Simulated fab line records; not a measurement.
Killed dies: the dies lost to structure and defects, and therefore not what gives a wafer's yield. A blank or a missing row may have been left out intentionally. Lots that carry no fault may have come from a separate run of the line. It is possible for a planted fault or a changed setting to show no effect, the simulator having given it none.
Matching of chambers :: flow n5 finfet :: N5_BEOL_M1_STRIP_36 on rie diel-01: 4 sister chambers
The step strips in N2/H2. 8 wafers are shown with their chamber, then 7 later ones without.

== WAFERS PAIRED WITH THEIR CHAMBERS ==
wafer: L077.5
chamber: 2
drypump motor current A (A): 6.3
showerhead plenum p Torr (Torr): 2.53

wafer: L080.3
chamber: 3
drypump motor current A (A): 5.7
showerhead plenum p Torr (Torr): 2.51

wafer: L079.2
chamber: 1
drypump motor current A (A): 4.7
showerhead plenum p Torr (Torr): 2.63

wafer: L079.5
chamber: 0
drypump motor current A (A): 5.4
showerhead plenum p Torr (Torr): 2.35

wafer: L082.1
chamber: 1
drypump motor current A (A): 4.7
showerhead plenum p Torr (Torr): 2.62

wafer: L082.5
chamber: 2
drypump motor current A (A): 6.3
showerhead plenum p Torr (Torr): 2.53

wafer: L082.6
chamber: 3
drypump motor current A (A): 5.8
showerhead plenum p Torr (Torr): 2.51

wafer: L087.2
chamber: 0
drypump motor current A (A): 5.4
showerhead plenum p Torr (Torr): 2.34

== WAFERS MISSING THEIR CHAMBER ==
wafer: L087.4
drypump motor current A (A): 4.7
showerhead plenum p Torr (Torr): 2.62

wafer: L087.6
drypump motor current A (A): 4.7
showerhead plenum p Torr (Torr): 2.62

wafer: L088.1
drypump motor current A (A): 5.8
showerhead plenum p Torr (Torr): 2.51

wafer: L088.3
drypump motor current A (A): 5.4
showerhead plenum p Torr (Torr): 2.34

wafer: L088.5
drypump motor current A (A): 4.7
showerhead plenum p Torr (Torr): 2.62

wafer: L096.1
drypump motor current A (A): 6.3
showerhead plenum p Torr (Torr): 2.52

wafer: L096.3
drypump motor current A (A): 4.7
showerhead plenum p Torr (Torr): 2.61

== EACH ONE'S CHAMBER ==
wafer: L087.4
from the rows above: 1
in truth: 1

wafer: L087.6
from the rows above: 1
in truth: 1

wafer: L088.1
from the rows above: 3
in truth: 3

wafer: L088.3
from the rows above: 0
in truth: 0

wafer: L088.5
from the rows above: 1
in truth: 1

wafer: L096.1
from the rows above: 2
in truth: 2

wafer: L096.3
from the rows above: 1
in truth: 1
Correctly placed: 7 of 7. Number that these rows cannot place: 0. Placed wrongly: 0.
How it was worked out, from the rows above alone: a wafer's distance from a chamber is the root of the sum, over the readings, of the square of ((its reading less the chamber's mean) divided by the reading's scatter). The wafer belongs to the nearest chamber; if the next one is less than 2 further off, it can't be placed. Each chamber's mean is taken over the wafers shown for it. How the scatter is found: for the shown wafers, subtract from each reading the mean of its chamber, square and add these, divide the total by (wafers less chambers), then take the root.
